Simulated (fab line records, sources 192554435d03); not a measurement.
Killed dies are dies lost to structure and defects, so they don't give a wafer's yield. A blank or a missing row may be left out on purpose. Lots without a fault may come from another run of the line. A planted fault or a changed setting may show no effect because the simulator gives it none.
A struck lot beside a sound one | flow n5_finfet | 14 steps out of a route of 1938
Sound: wafers L128.2, L128.3, L128.5. Struck: wafer L131.5. (L131.1, L131.4 of the same lot were not struck and are left out.) The cause comes at the end.
At each step with rows: each side's tool, then ch and its chambers, then its first start. Under that, the readings that differ: sound wafers | struck wafers | difference of the means | sigmas: that difference in standard deviations of wafers without a fault.
alike: readings whose means differ by less than 2 such deviations, and words and numbers that are the same on both sides. not compared: withheld readings, readings that some wafer has no value for, bounds like >300 that may hide the same value, and numbers for which the record gives no deviation and whose values overlap.
The two part at a step that has a row with sigmas, a row that says differs or no value, or rows on one side only. Numbers that don't overlap but have no deviation are shown without sigmas and don't part them. A reading that every wafer of one side lacks parts them only if that side has two wafers or more.

N5_BEOL_M12_OCD_MEAS_35:
  sound on ocd-02, day 10 22:45; struck on ocd-02, day 12 05:40
  alike: trench_depth_nm
N5_BEOL_M12_STRIP_37: strips in N2/H2.
  sound on plasma_asher-02 ch 0, day 10 22:47; struck on plasma_asher-02 ch 0, day 12 05:42
  alike: drypump_motor_current_A, heater_power_w, n2_flow_sccm, oes_product_au
  not compared: rf_hours_counter_h
N5_BEOL_M12_ETCH_38: etches SiCN in CF4/N2, target depth 68.7 nm, time 73.4 s.
  sound on rie_diel-02 ch 1,2,3, day 10 23:50; struck on rie_diel-03 ch 1, day 12 05:49
  reading                         | sound          | struck | difference | sigmas
  showerhead_plenum_p_Torr (Torr) | 2.36 2.35 2.24 | 2.15   | -0.17      | -2
  alike: drypump_motor_current_A, n2_flow_sccm, oes_product_au, rf_vpp_V, throttle_valve_pct
  not compared: rf_hours_counter_h
then, 2 steps without rows for these wafers: N5_BEOL_M12_PRECLEAN_39 (cleans in residue remover, time 60 s); N5_BEOL_M12_SRD_40 (time 30 s, dry time 30 s).
N5_BEOL_M12_DEGAS_41: time 60 s.
  sound on pvd_sputter-03, day 11 00:23; struck on pvd_sputter-02, day 12 06:11
  reading            | sound       | struck | difference | sigmas
  heater_power_w (W) | 368 385 326 | 291    | -69        | -2
then, 2 steps without rows for these wafers: N5_BEOL_M12_PRE_CLEAN_42 (time 30 s); N5_BEOL_M12_SPUTTER_43 (material TaN, target thk 15 nm, time 24.19 s).
N5_BEOL_M12_SPUTTER_44: material Ta, target thk 10 nm, time 16.13 s.
  sound on pvd_sputter-03, day 11 00:33; struck on pvd_sputter-02, day 12 06:31
  alike: throttle_valve_pct
then, 2 steps without rows for these wafers: N5_BEOL_M12_SPUTTER_45 (material Cu, target thk 80 nm, time 13.33 s); N5_BEOL_M12_ECD_47 (material Cu, target thk 720 nm).
N5_BEOL_M12_ANNEAL_48: time 90 s.
  sound on rtp_anneal-02 ch 0, day 11 01:32; struck on rtp_anneal-02 ch 0, day 12 07:01
  alike: wafer_temp_C_max
N5_BEOL_M12_CMP_49: polishes, stops on SiOC, t overpolish 20.6 s, target thk 320 nm.
  sound on cmp-04 ch 0,2, day 11 01:49; struck on cmp-04 ch 0, day 12 07:21
  reading                      | sound                | struck | difference | sigmas
  barrier_field_endpoint_s (s) | 30.8 31.2 30.3       | 28.5   | -2.3       | -2
  head_pressure_psi (psi)      | 1.0007 1.0013 1.0021 | 1.0667 | +0.0653    | +30
  alike: motor_current_A, overpolish_run_s
-- the record jumps here: 2 days lie between the struck wafers' starts before and after (it left off in module BEOL_M12 and takes up again in module PASSIVATION, whose first step shown is number 1936 of the route) --
N5_PASSIVATION_PROBE_49:
  sound on prober-01, day 12 12:46; struck on prober-01, day 14 12:11
  alike: defect_limited_yield, killed_at_M0_to_M3, killed_at_M4_up, killed_at_contacts, killed_at_front_end, killed_at_other, killed_dies, killed_open, killed_short, sort_bin_5_function, sort_bin_6_memory, sort_bin_8_speed, sort_n_pass, sort_yield_pct

WHERE THEY PART
First at N5_BEOL_M12_ETCH_38; last, within this record, at N5_BEOL_M12_CMP_49. Later steps at which nothing parts them and some readings are alike: N5_PASSIVATION_PROBE_49.

WHY: what the simulator had put in
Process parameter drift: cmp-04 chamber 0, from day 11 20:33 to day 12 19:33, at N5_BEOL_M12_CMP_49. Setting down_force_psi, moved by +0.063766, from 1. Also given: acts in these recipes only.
